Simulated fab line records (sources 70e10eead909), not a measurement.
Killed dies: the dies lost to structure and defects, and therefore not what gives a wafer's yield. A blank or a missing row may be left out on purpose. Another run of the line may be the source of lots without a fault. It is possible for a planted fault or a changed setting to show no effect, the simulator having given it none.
Chamber matching -- flow nand_harc -- 4 sister chambers for NHARC_A_CHANNEL_FILL_D1_ALD_14 on ald_hk-03
The step deposits SiO2, target thk 2.5 nm, pulse time 10 s, ald cycles 25. 4 wafers are shown with their chamber, then 7 later ones without.

WAFERS, EACH WITH ITS CHAMBER
wafer,chamber,heater_power_outer_w (W)
L128.4,3,259
L129.3,2,261
L136.1,0,228
L136.4,1,304

WAFERS WITHOUT THEIR CHAMBER
wafer,heater_power_outer_w (W)
L136.5,229
L138.2,267
L138.3,284
L138.6,282
L140.3,323
L140.4,214
L140.6,284

THE CHAMBER EACH PASSED THROUGH
wafer,from the rows above,in truth
L136.5,can't be placed: 0 or 3 or 2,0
L138.2,can't be placed: 2 or 3 or 1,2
L138.3,can't be placed: 1 or 2 or 3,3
L138.6,can't be placed: 2 or 1 or 3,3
L140.3,1,1
L140.4,can't be placed: 0 or 3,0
L140.6,can't be placed: 1 or 2 or 3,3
1 of 7 placed correctly. Cannot be placed on the basis of these rows: 6; the candidates contain the true chamber in 6. Wrongly placed: 0.
How it was worked out, from the rows above alone: a wafer's distance from a chamber is the root of the sum, over the readings, of the square of ((its reading less the chamber's mean) divided by the reading's scatter). The wafer belongs to the nearest chamber; if the next one is less than 2 further off, it can't be placed. A chamber's mean is the mean of its shown wafers. The scatter (one wafer shown for each chamber): square how far every hidden wafer sits from the nearest shown wafer, average those squares and take the square root.
